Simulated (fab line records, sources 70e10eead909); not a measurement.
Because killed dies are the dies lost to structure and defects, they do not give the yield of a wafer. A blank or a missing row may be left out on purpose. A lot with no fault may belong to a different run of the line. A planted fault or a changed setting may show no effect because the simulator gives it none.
Which tool was responsible? || flow nandHarc || 11 lots with 33 wafers sampled at 6 steps, on a route of 1159 steps

WHAT THE GAUGES READ, wafer by wafer
NHARC_THIN_TSV_INSPECT_40. Usual: rawDefectCount 462, standard deviation 88.
{"lot": "L373", "measured": "day 19 08:29", "on": "defectInspect-02", "rawDefectCount": "661 543 560", "flag": ""}
{"lot": "L377", "measured": "day 20 20:32", "on": "defectInspect-02", "rawDefectCount": "534 554 534", "flag": ""}
{"lot": "L381", "measured": "day 21 07:23", "on": "defectInspect-02", "rawDefectCount": "406 380 419", "flag": ""}
{"lot": "L382", "measured": "day 21 07:23", "on": "defectInspect-01", "rawDefectCount": "393 442 458", "flag": ""}
{"lot": "L391", "measured": "day 23 00:43", "on": "defectInspect-02", "rawDefectCount": "432 484 349", "flag": ""}
{"lot": "L388", "measured": "day 23 12:45", "on": "defectInspect-02", "rawDefectCount": "1599 1477 1519", "flag": "OFF"}
{"lot": "L389", "measured": "day 23 12:45", "on": "defectInspect-01", "rawDefectCount": "1512 1777 1823", "flag": "OFF"}
{"lot": "L390", "measured": "day 23 17:41", "on": "defectInspect-02", "rawDefectCount": "427 494 482", "flag": ""}
{"lot": "L396", "measured": "day 24 17:44", "on": "defectInspect-02", "rawDefectCount": "419 472 440", "flag": ""}
{"lot": "L394", "measured": "day 24 17:44", "on": "defectInspect-02", "rawDefectCount": "448 424 399", "flag": ""}
{"lot": "L395", "measured": "day 24 17:44", "on": "defectInspect-01", "rawDefectCount": "490 406 417", "flag": ""}

NHARC_END_SORT_01. Usual: defectLimitedYield 95.4 %, standard deviation 1.7; killedAtArray 28, standard deviation 11; killedAtOther 0.6, standard deviation 0.85; killedAtPeriphery 2.8, standard deviation 2.3; killedDies 31, standard deviation 11; killedOpen 3.1, standard deviation 1.6; killedShort 2.0, standard deviation 1.4; sort_bin_2_pct 1.4 %, standard deviation 0.73; sort_bin_3_pct 0.27 %, standard deviation 0.23; sort_bin_4_pct 2.9 %, standard deviation 1.1; sortNPass 646, standard deviation 11; sortRimYieldPct 95 %, standard deviation 3.2; sortYieldPct 95.4 %, standard deviation 1.7.
{"lot": "L388", "measured": "day 23 16:34", "on": "prober-02", "defectLimitedYield (%)": "82.9 82.9 80.9", "killedAtArray": "24 21 29", "killedAtOther": "91 94 97", "killedAtPeriphery": "1 1 3", "killedDies": "116 116 129", "killedOpen": "6 2 3", "killedShort": "3 3 1", "sort_bin_2_pct (%)": "5.8 7.8 6.8", "sort_bin_3_pct (%)": "5.91 4.14 6.06", "sort_bin_4_pct (%)": "5.5 5.2 6.2", "sortNPass": "561 561 548", "sortRimYieldPct (%)": "88 81 100", "sortYieldPct (%)": "82.9 82.9 80.9", "flag": "OFF"}
{"lot": "L389", "measured": "day 23 16:36", "on": "prober-01", "defectLimitedYield (%)": "80.8 80.2 83.8", "killedAtArray": "23 33 10", "killedAtOther": "104 97 93", "killedAtPeriphery": "3 4 7", "killedDies": "130 134 110", "killedOpen": "1 3 2", "killedShort": "2 2 3", "sort_bin_2_pct (%)": "8.6 9.0 4.3", "sort_bin_3_pct (%)": "4.43 5.02 7.09", "sort_bin_4_pct (%)": "6.2 5.8 4.9", "sortNPass": "547 543 567", "sortRimYieldPct (%)": "94 94 86", "sortYieldPct (%)": "80.8 80.2 83.8", "flag": "OFF"}
{"lot": "L390", "measured": "day 24 01:08", "on": "prober-02", "defectLimitedYield (%)": "97.5 97.5 97.5", "killedAtArray": "12 13 11", "killedAtOther": "0 0 0", "killedAtPeriphery": "5 4 6", "killedDies": "17 17 17", "killedOpen": "3 4 7", "killedShort": "2 3 1", "sort_bin_2_pct (%)": "1.2 0.6 0.7", "sort_bin_3_pct (%)": "0 0.15 0.15", "sort_bin_4_pct (%)": "1.3 1.8 1.6", "sortNPass": "660 660 660", "sortRimYieldPct (%)": "96 99 99", "sortYieldPct (%)": "97.5 97.5 97.5", "flag": ""}
{"lot": "L394", "measured": "day 25 04:41", "on": "prober-01", "defectLimitedYield (%)": "92.0 92.0 92.6", "killedAtArray": "50 50 49", "killedAtOther": "0 1 1", "killedAtPeriphery": "4 3 0", "killedDies": "54 54 50", "killedOpen": "3 3 1", "killedShort": "1 3 1", "sort_bin_2_pct (%)": "2.7 3.5 2.5", "sort_bin_3_pct (%)": "0.59 0.59 0.44", "sort_bin_4_pct (%)": "4.7 3.8 4.4", "sortNPass": "623 623 627", "sortRimYieldPct (%)": "92 89 99", "sortYieldPct (%)": "92.0 92.0 92.6", "flag": ""}

WHAT TOOL EACH LOT RAN ON (gives the tool, then ch and the chambers of the sampled wafers, and finally the start)
{"lot": "L373", "NHARC_THIN_TSV_ANNEAL_52": "rtpAnneal-01 ch 0, day 19 00:34", "NHARC_THIN_TSV_DESCUM_35": "rieDiel-11 ch 0,1, day 19 02:40", "NHARC_THIN_TSV_ETCH_59": "rieMetal-01 ch 0,1, day 19 02:52", "NHARC_THIN_TSV_STRIP_57": "wetBench-08 ch 2,5,6, day 19 03:36"}
{"lot": "L377", "NHARC_THIN_TSV_ANNEAL_52": "rtpAnneal-02 ch 0, day 20 12:45", "NHARC_THIN_TSV_DESCUM_35": "rieDiel-11 ch 1,2, day 20 14:49", "NHARC_THIN_TSV_ETCH_59": "rieMetal-01 ch 0,1, day 20 14:56", "NHARC_THIN_TSV_STRIP_57": "wetBench-10 ch 2,3,4, day 20 15:41"}
{"lot": "L381", "NHARC_THIN_TSV_ANNEAL_52": "rtpAnneal-02 ch 0, day 20 23:19", "NHARC_THIN_TSV_DESCUM_35": "rieDiel-12 ch 0,1,2, day 21 01:32", "NHARC_THIN_TSV_ETCH_59": "rieMetal-01 ch 0,1, day 21 01:40", "NHARC_THIN_TSV_STRIP_57": "wetBench-08 ch 0,5,6, day 21 02:32"}
{"lot": "L382", "NHARC_THIN_TSV_ANNEAL_52": "rtpAnneal-01 ch 0, day 21 01:02", "NHARC_THIN_TSV_DESCUM_35": "rieDiel-06 ch 1,2,3, day 21 03:09", "NHARC_THIN_TSV_ETCH_59": "rieMetal-03 ch 0,1, day 21 03:17", "NHARC_THIN_TSV_STRIP_57": "wetBench-10 ch 4,6,7, day 21 04:10"}
{"lot": "L391", "NHARC_THIN_TSV_ANNEAL_52": "rtpAnneal-01 ch 0, day 22 18:15", "NHARC_THIN_TSV_DESCUM_35": "rieDiel-12 ch 1,2, day 22 20:11", "NHARC_THIN_TSV_ETCH_59": "rieMetal-02 ch 0,1, day 22 20:18", "NHARC_THIN_TSV_STRIP_57": "wetBench-08 ch 0,3,7, day 22 21:01"}
{"lot": "L388", "NHARC_THIN_TSV_ANNEAL_52": "rtpAnneal-02 ch 0, day 23 05:13", "NHARC_THIN_TSV_DESCUM_35": "rieDiel-11 ch 0,1, day 23 07:16", "NHARC_THIN_TSV_ETCH_59": "rieMetal-02 ch 0,1, day 23 07:23", "NHARC_THIN_TSV_STRIP_57": "wetBench-10 ch 2,5,6, day 23 08:07"}
{"lot": "L389", "NHARC_THIN_TSV_ANNEAL_52": "rtpAnneal-02 ch 0, day 23 06:27", "NHARC_THIN_TSV_DESCUM_35": "rieDiel-06 ch 1,2,3, day 23 08:33", "NHARC_THIN_TSV_ETCH_59": "rieMetal-01 ch 1, day 23 08:41", "NHARC_THIN_TSV_STRIP_57": "wetBench-10 ch 1,6,7, day 23 09:22"}
{"lot": "L390", "NHARC_THIN_TSV_ANNEAL_52": "rtpAnneal-02 ch 0, day 23 09:58", "NHARC_THIN_TSV_DESCUM_35": "rieDiel-06 ch 0,2, day 23 11:59", "NHARC_THIN_TSV_ETCH_59": "rieMetal-03 ch 0,1, day 23 12:11", "NHARC_THIN_TSV_STRIP_57": "wetBench-08 ch 1,2,5, day 23 12:50"}
{"lot": "L396", "NHARC_THIN_TSV_ANNEAL_52": "rtpAnneal-02 ch 0, day 24 09:51", "NHARC_THIN_TSV_DESCUM_35": "rieDiel-11 ch 0,2, day 24 11:59", "NHARC_THIN_TSV_ETCH_59": "rieMetal-02 ch 0,1, day 24 12:07", "NHARC_THIN_TSV_STRIP_57": "wetBench-08 ch 0,5,6, day 24 12:50"}
{"lot": "L394", "NHARC_THIN_TSV_ANNEAL_52": "rtpAnneal-02 ch 0, day 24 11:13", "NHARC_THIN_TSV_DESCUM_35": "rieDiel-06 ch 2,3, day 24 13:19", "NHARC_THIN_TSV_ETCH_59": "rieMetal-01 ch 0,1, day 24 13:29", "NHARC_THIN_TSV_STRIP_57": "wetBench-08 ch 1,2,6, day 24 14:09"}
{"lot": "L395", "NHARC_THIN_TSV_ANNEAL_52": "rtpAnneal-02 ch 0, day 24 12:08", "NHARC_THIN_TSV_DESCUM_35": "rieDiel-12 ch 0,3, day 24 14:14", "NHARC_THIN_TSV_ETCH_59": "rieMetal-03 ch 1, day 24 14:22", "NHARC_THIN_TSV_STRIP_57": "wetBench-08 ch 0,5,6, day 24 15:05"}
- NHARC_THIN_TSV_ANNEAL_52: time 90 s.
- NHARC_THIN_TSV_DESCUM_35: chemistry O2, time 3 s.
- NHARC_THIN_TSV_ETCH_59: etches the open film in Cl2/BCl3, target depth 880 nm, time 138.1 s.
- NHARC_THIN_TSV_STRIP_57: strips in post etch residue remover, time 1200 s.

AS READ BY THE TOOLS THEMSELVES (means over the sampled wafers that have a number; for cases with no such wafer, the mark the record gives instead)
NHARC_THIN_TSV_ANNEAL_52. Usual: wafer_temp_C_max 226.1, standard deviation 0.42.
{"lot": "L373", "tool": "rtpAnneal-01", "wafer_temp_C_max": 226.5, "flag": ""}
{"lot": "L377", "tool": "rtpAnneal-02", "wafer_temp_C_max": 226.0, "flag": ""}
{"lot": "L381", "tool": "rtpAnneal-02", "wafer_temp_C_max": 225.8, "flag": ""}
{"lot": "L382", "tool": "rtpAnneal-01", "wafer_temp_C_max": 226.2, "flag": ""}
{"lot": "L391", "tool": "rtpAnneal-01", "wafer_temp_C_max": 226.7, "flag": ""}
{"lot": "L388", "tool": "rtpAnneal-02", "wafer_temp_C_max": 226.1, "flag": ""}
{"lot": "L389", "tool": "rtpAnneal-02", "wafer_temp_C_max": 226.3, "flag": ""}
{"lot": "L390", "tool": "rtpAnneal-02", "wafer_temp_C_max": 225.7, "flag": ""}
{"lot": "L396", "tool": "rtpAnneal-02", "wafer_temp_C_max": 225.8, "flag": ""}
{"lot": "L394", "tool": "rtpAnneal-02", "wafer_temp_C_max": 225.8, "flag": ""}
{"lot": "L395", "tool": "rtpAnneal-02", "wafer_temp_C_max": 226.1, "flag": ""}

NHARC_THIN_TSV_DESCUM_35. Usual: drypumpMotorCurrentA 5.7 A, standard deviation 0.37; oesProductAu 0.997 a.u., standard deviation 0.012; rfVppV 57.8 V, standard deviation 0.89; showerheadPlenumPTorr 1.91 Torr, standard deviation 0.093; throttleValvePct 11.310 %, standard deviation 0.0091.
{"lot": "L373", "tool": "rieDiel-11", "drypumpMotorCurrentA (A)": 5.4, "oesProductAu (a.u.)": 1.001, "rfVppV (V)": 57.6, "showerheadPlenumPTorr (Torr)": 1.84, "throttleValvePct (%)": 11.310, "flag": ""}
{"lot": "L377", "tool": "rieDiel-11", "drypumpMotorCurrentA (A)": 5.5, "oesProductAu (a.u.)": 0.989, "rfVppV (V)": 57.7, "showerheadPlenumPTorr (Torr)": 1.87, "throttleValvePct (%)": 11.317, "flag": ""}
{"lot": "L381", "tool": "rieDiel-12", "drypumpMotorCurrentA (A)": 6.1, "oesProductAu (a.u.)": 1.003, "rfVppV (V)": 57.4, "showerheadPlenumPTorr (Torr)": 1.87, "throttleValvePct (%)": 11.312, "flag": ""}
{"lot": "L382", "tool": "rieDiel-06", "drypumpMotorCurrentA (A)": 5.5, "oesProductAu (a.u.)": 0.989, "rfVppV (V)": 58.7, "showerheadPlenumPTorr (Torr)": 1.98, "throttleValvePct (%)": 11.312, "flag": ""}
{"lot": "L391", "tool": "rieDiel-12", "drypumpMotorCurrentA (A)": 6.4, "oesProductAu (a.u.)": 1.004, "rfVppV (V)": 57.3, "showerheadPlenumPTorr (Torr)": 1.93, "throttleValvePct (%)": 11.306, "flag": ""}
{"lot": "L388", "tool": "rieDiel-11", "drypumpMotorCurrentA (A)": 5.5, "oesProductAu (a.u.)": 0.994, "rfVppV (V)": 58.3, "showerheadPlenumPTorr (Torr)": 1.87, "throttleValvePct (%)": 11.310, "flag": ""}
{"lot": "L389", "tool": "rieDiel-06", "drypumpMotorCurrentA (A)": 5.6, "oesProductAu (a.u.)": 0.988, "rfVppV (V)": 57.9, "showerheadPlenumPTorr (Torr)": 1.98, "throttleValvePct (%)": 11.307, "flag": ""}
{"lot": "L390", "tool": "rieDiel-06", "drypumpMotorCurrentA (A)": 5.3, "oesProductAu (a.u.)": 0.989, "rfVppV (V)": 57.5, "showerheadPlenumPTorr (Torr)": 1.91, "throttleValvePct (%)": 11.310, "flag": ""}
{"lot": "L396", "tool": "rieDiel-11", "drypumpMotorCurrentA (A)": 5.5, "oesProductAu (a.u.)": 0.980, "rfVppV (V)": 56.5, "showerheadPlenumPTorr (Torr)": 1.81, "throttleValvePct (%)": 11.310, "flag": ""}
{"lot": "L394", "tool": "rieDiel-06", "drypumpMotorCurrentA (A)": 5.4, "oesProductAu (a.u.)": 0.981, "rfVppV (V)": 58.5, "showerheadPlenumPTorr (Torr)": 1.97, "throttleValvePct (%)": 11.317, "flag": ""}
{"lot": "L395", "tool": "rieDiel-12", "drypumpMotorCurrentA (A)": 5.8, "oesProductAu (a.u.)": 0.999, "rfVppV (V)": 57.8, "showerheadPlenumPTorr (Torr)": 1.89, "throttleValvePct (%)": 11.310, "flag": ""}

NHARC_THIN_TSV_ETCH_59. Usual: drypumpMotorCurrentA 5.5 A, standard deviation 0.34; oesProductAu 0.999 a.u., standard deviation 0.012; throttleValvePct 22.265 %, standard deviation 0.01.
{"lot": "L373", "tool": "rieMetal-01", "drypumpMotorCurrentA (A)": 5.5, "oesProductAu (a.u.)": 1.004, "throttleValvePct (%)": 22.260, "flag": ""}
{"lot": "L377", "tool": "rieMetal-01", "drypumpMotorCurrentA (A)": 5.5, "oesProductAu (a.u.)": 0.997, "throttleValvePct (%)": 22.261, "flag": ""}
{"lot": "L381", "tool": "rieMetal-01", "drypumpMotorCurrentA (A)": 5.5, "oesProductAu (a.u.)": 0.993, "throttleValvePct (%)": 22.264, "flag": ""}
{"lot": "L382", "tool": "rieMetal-03", "drypumpMotorCurrentA (A)": 5.1, "oesProductAu (a.u.)": 1.010, "throttleValvePct (%)": 22.258, "flag": ""}
{"lot": "L391", "tool": "rieMetal-02", "drypumpMotorCurrentA (A)": 5.9, "oesProductAu (a.u.)": 1.003, "throttleValvePct (%)": 22.277, "flag": ""}
{"lot": "L388", "tool": "rieMetal-02", "drypumpMotorCurrentA (A)": 5.9, "oesProductAu (a.u.)": 1.001, "throttleValvePct (%)": 22.265, "flag": ""}
{"lot": "L389", "tool": "rieMetal-01", "drypumpMotorCurrentA (A)": 5.4, "oesProductAu (a.u.)": 0.998, "throttleValvePct (%)": 22.277, "flag": ""}
{"lot": "L390", "tool": "rieMetal-03", "drypumpMotorCurrentA (A)": 5.3, "oesProductAu (a.u.)": 1.013, "throttleValvePct (%)": 22.267, "flag": ""}
{"lot": "L396", "tool": "rieMetal-02", "drypumpMotorCurrentA (A)": 5.9, "oesProductAu (a.u.)": 1.005, "throttleValvePct (%)": 22.260, "flag": ""}
{"lot": "L394", "tool": "rieMetal-01", "drypumpMotorCurrentA (A)": 5.5, "oesProductAu (a.u.)": 1.006, "throttleValvePct (%)": 22.263, "flag": ""}
{"lot": "L395", "tool": "rieMetal-03", "drypumpMotorCurrentA (A)": 4.9, "oesProductAu (a.u.)": 1.015, "throttleValvePct (%)": 22.255, "flag": ""}

NHARC_THIN_TSV_STRIP_57. Usual: bathGuardTempC 72.6 C, standard deviation 0.48.
{"lot": "L373", "tool": "wetBench-08", "bathGuardTempC (C)": 72.7, "flag": ""}
{"lot": "L377", "tool": "wetBench-10", "bathGuardTempC (C)": 72.6, "flag": ""}
{"lot": "L381", "tool": "wetBench-08", "bathGuardTempC (C)": 72.9, "flag": ""}
{"lot": "L382", "tool": "wetBench-10", "bathGuardTempC (C)": 72.4, "flag": ""}
{"lot": "L391", "tool": "wetBench-08", "bathGuardTempC (C)": 72.5, "flag": ""}
{"lot": "L388", "tool": "wetBench-10", "bathGuardTempC (C)": 72.8, "flag": ""}
{"lot": "L389", "tool": "wetBench-10", "bathGuardTempC (C)": 72.3, "flag": ""}
{"lot": "L390", "tool": "wetBench-08", "bathGuardTempC (C)": 73.0, "flag": ""}
{"lot": "L396", "tool": "wetBench-08", "bathGuardTempC (C)": 72.9, "flag": ""}
{"lot": "L394", "tool": "wetBench-08", "bathGuardTempC (C)": 72.6, "flag": ""}
{"lot": "L395", "tool": "wetBench-08", "bathGuardTempC (C)": 72.8, "flag": ""}

THE ANSWER, worked out from the rows above alone
Rule: a lot counts as off when the mean over its wafers that have a number is more than 3 standard deviations away from the usual mean. Also off: a lot with no number at a reading for which 4 or more lots have one. Where the step has rows for the other lots, those lots are counted as sound. First the gauges in route order, then the tools' own readings, where a lot's mean is used as printed above. The first step at which some lot is off is used, and at that step the reading that is off furthest; a lot without a number counts as furthest.
Off: L388, L389, at NHARC_THIN_TSV_INSPECT_40 (rawDefectCount).
A tool fits if, at a process step before that reading, it ran every lot that is off, and no sound lot after the first of them. The gauges at NHARC_THIN_TSV_INSPECT_40 aren't tried: what is off there is off at NHARC_END_SORT_01 too, on other tools, and a gauge's error can't cause that. One candidate fits, namely wetBench-10 at NHARC_THIN_TSV_STRIP_57. A fault onset in the window from L382 (day 21 04:10, its last sound lot) to L388 (day 23 08:07, its first lot off) fits.

WHAT THE SIMULATOR PUT IN
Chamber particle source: wetBench-10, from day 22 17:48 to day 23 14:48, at NHARC_THIN_TSV_STRIP_57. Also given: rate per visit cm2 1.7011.
Lots struck among those shown: L388, L389. The rule above reached the same finding.
